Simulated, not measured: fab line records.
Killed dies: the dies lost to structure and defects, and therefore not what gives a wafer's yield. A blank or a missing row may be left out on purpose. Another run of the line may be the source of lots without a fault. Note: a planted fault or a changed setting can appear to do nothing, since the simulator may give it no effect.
Chamber matching -- flow n5-finfet -- rie-diel-01 running N5_SDB_HM_OPEN_20: 4 sister chambers
The step chemistry CH3F/O2, target SiNx, stops on poly-Si, target depth 24 nm. 8 wafers are shown with their chamber, then 7 later ones without.

== EACH WAFER AND ITS CHAMBER ==
wafer,chamber,drypump-motor-current-A (A),rf-vpp-V (V)
L076.6,2,5.3,281
L078.3,0,6.3,305
L078.4,2,5.3,279
L085.2,3,6.0,305
L090.1,3,5.9,304
L090.5,1,5.7,301
L094.3,0,6.3,306
L094.4,1,5.7,301

== WAFERS MISSING THEIR CHAMBER ==
wafer,drypump-motor-current-A (A),rf-vpp-V (V)
L094.6,5.8,301
L095.2,6.3,307
L095.5,6.0,305
L095.6,5.3,279
L097.2,5.7,300
L097.4,5.3,279
L097.6,5.8,302

== EACH ONE'S CHAMBER ==
wafer,from the rows above,in truth
L094.6,1,1
L095.2,0,0
L095.5,3,3
L095.6,2,2
L097.2,1,1
L097.4,2,2
L097.6,1,1
7 of 7 placed correctly. Number that these rows cannot place: 0. Number placed wrongly: 0.
How it was worked out, from the rows above alone: a wafer's distance from a chamber is the root of the sum, over the readings, of the square of ((its reading less the chamber's mean) divided by the reading's scatter). If the next closest chamber is less than 2 further off than the closest, the wafer can't be placed; otherwise it belongs to the closest. The mean given for a chamber averages the wafers shown for that chamber. The scatter is the square root of a quotient: the sum, over the shown wafers, of each reading's squared deviation from its chamber's mean, divided by wafers minus chambers.
